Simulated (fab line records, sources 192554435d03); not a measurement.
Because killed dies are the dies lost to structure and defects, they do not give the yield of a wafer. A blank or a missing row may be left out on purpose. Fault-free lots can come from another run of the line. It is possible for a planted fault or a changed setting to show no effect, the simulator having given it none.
Split-lot study ; flow n5_finfet ; 21 wafers read across 7 lots, on a route 1938 steps long

## THE SPLIT ITSELF
At N5_BEOL_M7_COAT_63 (time 60 s, resist thk 60 nm), the setting spin_rpm was moved away from the recipe's 1500 rpm on 8 of the 21 wafers read, by -5.6% to +5.5%. For the rest of the wafers, this setting stayed at what the recipe calls for.

## FROM THE SPLIT TO THE READING: what the file shows between them, 6 steps
- N5_BEOL_M7_DESCUM_33: chemistry O2, time 7 s (also split here: time_s)
- N5_BEOL_M7_ETCH_72: etches underlayer in N2/H2, target depth 6.5 nm, time 5.2 s
- N5_BEOL_M7_ETCH_65: etches SiARC in CF4, target depth 15.6 nm, time 26 s
- N5_BEOL_M7_ETCH_66: etches SOC in N2/H2, target depth 80 nm, overetch 16 nm, time 120 s
- N5_BEOL_M7_STRIP_69: strips in N2/H2
- N5_BEOL_M7_STRIP_73: strips in N2/H2

## THE READING
SOC_of_BEOL_M7_COAT_63.thk_nm (the simulator's own value, which no gauge read), in nm, at N5_BEOL_M7_VIA_ETCH_34 (etches SiCOH lowk in C4F6/O2, target depth 125.5 nm, time 50.5 s). There is no usual value for it anywhere in the file. Here, 13 wafers ran the recipe; their average is 53.9 nm with a standard deviation of 0.12 nm.

wafer;tool, chamber at the split;spin_rpm as run, rpm;against the recipe;SOC_of_BEOL_M7_COAT_63.thk_nm, nm;against lot-mates on the recipe
L075.1;litho_track-02, 0;1500;recipe;54;-
L075.2;litho_track-02, 0;1449;-3.4%;55;+1.0
L075.4;litho_track-02, 0;1449;-3.4%;55;+1.0
L084.4;litho_track-02, 0;1500;recipe;54;-
L084.5;litho_track-02, 0;1416;-5.6%;55.6;+1.7
L084.6;litho_track-02, 0;1500;recipe;53.8;-
L085.1;litho_track-02, 0;1582;+5.5%;52.6;-1.4
L085.3;litho_track-02, 0;1582;+5.5%;52.2;-1.8
L085.4;litho_track-02, 0;1500;recipe;54;-
L090.1;litho_track-01, 0;1542;+2.8%;53;-0.8
L090.2;litho_track-01, 0;1500;recipe;53.8;-
L090.3;litho_track-01, 0;1500;recipe;53.8;-
L089.1;litho_track-05, 0;1500;recipe;54;-
L089.4;litho_track-05, 0;1500;recipe;54;-
L089.5;litho_track-05, 0;1500;recipe;53.8;-
L091.1;litho_track-01, 0;1445;-3.7%;55.2;+1.0
L091.2;litho_track-01, 0;1445;-3.7%;55.2;+1.0
L091.6;litho_track-01, 0;1500;recipe;54.2;-
L097.2;litho_track-05, 0;1500;recipe;54;-
L097.4;litho_track-05, 0;1500;recipe;54;-
L097.3;litho_track-05, 0;1500;recipe;53.8;-

FIT RESULTS
A straight line over all 21 wafers: SOC_of_BEOL_M7_COAT_63.thk_nm changes by -0.303 nm for each +1% of spin_rpm; r = -0.99; the points scatter about the line by 0.13 nm.
The same after taking each lot's own level away (the mean of its wafers on the recipe; 21 wafers): -0.291 nm for each +1%; r = -0.99; scatter 0.094 nm.
The reading moves by 1.6 nm for the largest change in spin_rpm, on that fit.
The lots' own levels span 53.80 to 54.20 nm, that is 3.3 times the standard deviation above.
Hence the lot-to-lot level has little effect on the slope; both slopes agree.
Check: +1.61 nm against its lot-mates is what the line predicts for one of the wafers moved furthest among these (-5.6%) when that wafer is left out of the fit. Against them it came out at +1.7 nm.

## THESE WAFERS: OTHER SPLITS
Other splits were also applied to these wafers ahead of the reading. Each is held against what the fit with the lots' levels taken away leaves over:
other split on the same wafers;wafers away from the commonest value;r with SOC_of_BEOL_M7_COAT_63.thk_nm (lot level and that fit taken away)
N5_BEOL_M6_ALD_77 co_reactant_pulse_time_s;10;-0.21
N5_BEOL_M7_DESCUM_33 time_s;10;+0.30

## THE WHOLE CHAIN: every reading that the file lists as answering this split, in the file's order
step;what it does;reading;change (the file's fit);r (the file's)
N5_BEOL_M7_COAT_63;time 60 s, resist thk 60 nm;SOC_of_BEOL_M7_COAT_63.thk_nm (the simulator's own value, which no gauge read);-0.298 nm for each +1% of the setting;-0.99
N5_BEOL_M7_ETCH_66;etches SOC in N2/H2, target depth 80 nm, overetch 16 nm, time 120 s;etch.depth_nm (the simulator's own value, which no gauge read);-0.295 nm for each +1% of the setting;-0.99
N5_BEOL_M7_VIA_ETCH_34;etches SiCOH lowk in C4F6/O2, target depth 125.5 nm, time 50.5 s;SOC_of_BEOL_M7_COAT_63.thk_nm (the simulator's own value, which no gauge read);-0.293 nm for each +1% of the setting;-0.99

## FILE'S OWN FIT
SOC_of_BEOL_M7_COAT_63.thk_nm changes by -0.293 nm for each +1% of spin_rpm, r = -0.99.
